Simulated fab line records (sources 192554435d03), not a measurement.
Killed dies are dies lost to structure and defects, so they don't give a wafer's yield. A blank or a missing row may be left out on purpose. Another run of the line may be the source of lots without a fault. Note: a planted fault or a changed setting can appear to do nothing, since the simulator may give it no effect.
Chamber matching -- flow n5-finfet -- N5_BEOL_M0_SAQP_SPACER1_ETCHBACK_99 on rie-diel-01 has 4 sister chambers
The step etches SiO2 in CHF3/O2, target depth 15.4 nm, time 7.7 s. 16 wafers are shown with their chamber, then 8 later ones without.

== WAFERS PAIRED WITH THEIR CHAMBERS ==
wafer,chamber,showerhead-plenum-p-Torr (Torr),rf-vpp-V (V),throttle-valve-pct (%)
L074.1,1,2.29,519,19.13
L074.3,2,2.44,528,19.04
L074.5,1,2.29,519,19.15
L076.4,1,2.29,519,19.13
L076.5,1,2.29,518,19.14
L076.6,0,2.38,519,19.26
L080.3,0,2.38,520,18.83
L080.4,2,2.44,530,19.06
L080.5,1,2.29,519,19.17
L082.1,0,2.37,518,18.84
L082.3,3,2.46,512,18.66
L082.6,3,2.46,514,18.68
L083.2,2,2.44,531,19.09
L083.3,0,2.37,519,18.84
L083.4,3,2.45,515,18.66
L087.2,1,2.28,519,19.18

SIGNATURES (means of the wafers above)
reading,chamber 0,chamber 1,chamber 2,chamber 3,scatter within a chamber
showerhead-plenum-p-Torr,2.3750,2.2883,2.4400,2.4567,0.00456
rf-vpp-V,519.00,518.83,529.67,513.67,1.01
throttle-valve-pct,18.9425,19.1500,19.0633,18.6667,0.107
Rule: a wafer's distance from a chamber is the root of the sum, over the readings, of the square of ((its reading less the chamber's mean) divided by the reading's scatter). The wafer belongs to the nearest chamber; if the next one is less than 2 further off, it can't be placed. The scatter is the square root of a quotient: the sum, over the shown wafers, of each reading's squared deviation from its chamber's mean, divided by wafers minus chambers.

== WAFERS MISSING THEIR CHAMBER ==
wafer,showerhead-plenum-p-Torr (Torr),rf-vpp-V (V),throttle-valve-pct (%)
L087.4,2.37,519,18.85
L087.6,2.37,519,18.87
L092.1,2.28,521,19.19
L092.2,2.37,519,18.87
L092.5,2.28,519,19.18
L095.4,2.45,512,18.70
L095.5,2.43,529,19.09
L095.6,2.37,518,18.88

== WHICH CHAMBER EACH ONE RAN IN ==
wafer,from the rows above,in truth
L087.4,0,0
L087.6,0,0
L092.1,1,1
L092.2,0,0
L092.5,1,1
L095.4,3,3
L095.5,2,2
L095.6,0,0
Placed correctly: 8 of 8. Not placeable from these rows: 0. 0 placed wrongly.
